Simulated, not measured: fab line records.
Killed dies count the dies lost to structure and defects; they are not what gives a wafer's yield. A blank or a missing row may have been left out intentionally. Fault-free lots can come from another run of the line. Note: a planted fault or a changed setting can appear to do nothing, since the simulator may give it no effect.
Chamber matching | flow n5Finfet | 4 sister chambers for N5_BEOL_M8_STRIP_67 on rieDiel-03
The step strips in CF4. 8 wafers are shown with their chamber, then 8 later ones without.

== WAFERS PAIRED WITH THEIR CHAMBERS ==
wafer  | chamber | drypumpMotorCurrentA (A) | showerheadPlenumPTorr (Torr)
L082.6 | 3       | 6.0                      | 1.82
L087.2 | 3       | 6.0                      | 1.82
L087.5 | 2       | 5.6                      | 1.80
L087.6 | 1       | 6.2                      | 1.76
L089.1 | 1       | 6.1                      | 1.75
L089.2 | 0       | 5.4                      | 1.89
L089.6 | 2       | 5.6                      | 1.80
L092.1 | 0       | 5.4                      | 1.89

== WAFERS WITH NO CHAMBER GIVEN ==
wafer  | drypumpMotorCurrentA (A) | showerheadPlenumPTorr (Torr)
L092.3 | 5.6                      | 1.80
L092.4 | 6.0                      | 1.82
L097.4 | 5.4                      | 1.88
L097.5 | 5.4                      | 1.88
L097.6 | 6.0                      | 1.81
L096.1 | 5.4                      | 1.88
L096.5 | 6.1                      | 1.75
L096.6 | 5.6                      | 1.80

== WHICH CHAMBER EACH WENT THROUGH ==
wafer  | from the rows above | in truth
L092.3 | 2                   | 2
L092.4 | 3                   | 3
L097.4 | 0                   | 0
L097.5 | 0                   | 0
L097.6 | 3                   | 3
L096.1 | 0                   | 0
L096.5 | 1                   | 1
L096.6 | 2                   | 2
Correctly placed: 8 of 8. From these rows, 0 cannot be placed. 0 placed wrongly.
How it was worked out, from the rows above alone: a wafer's distance from a chamber is the root of the sum, over the readings, of the square of ((its reading less the chamber's mean) divided by the reading's scatter). The wafer belongs to the nearest chamber; if the next one is less than 2 further off, it can't be placed. A chamber's mean is the mean of its shown wafers. The scatter: take each reading less its chamber's mean, square it, sum over the shown wafers, divide by the number of wafers less the number of chambers, and take the root.
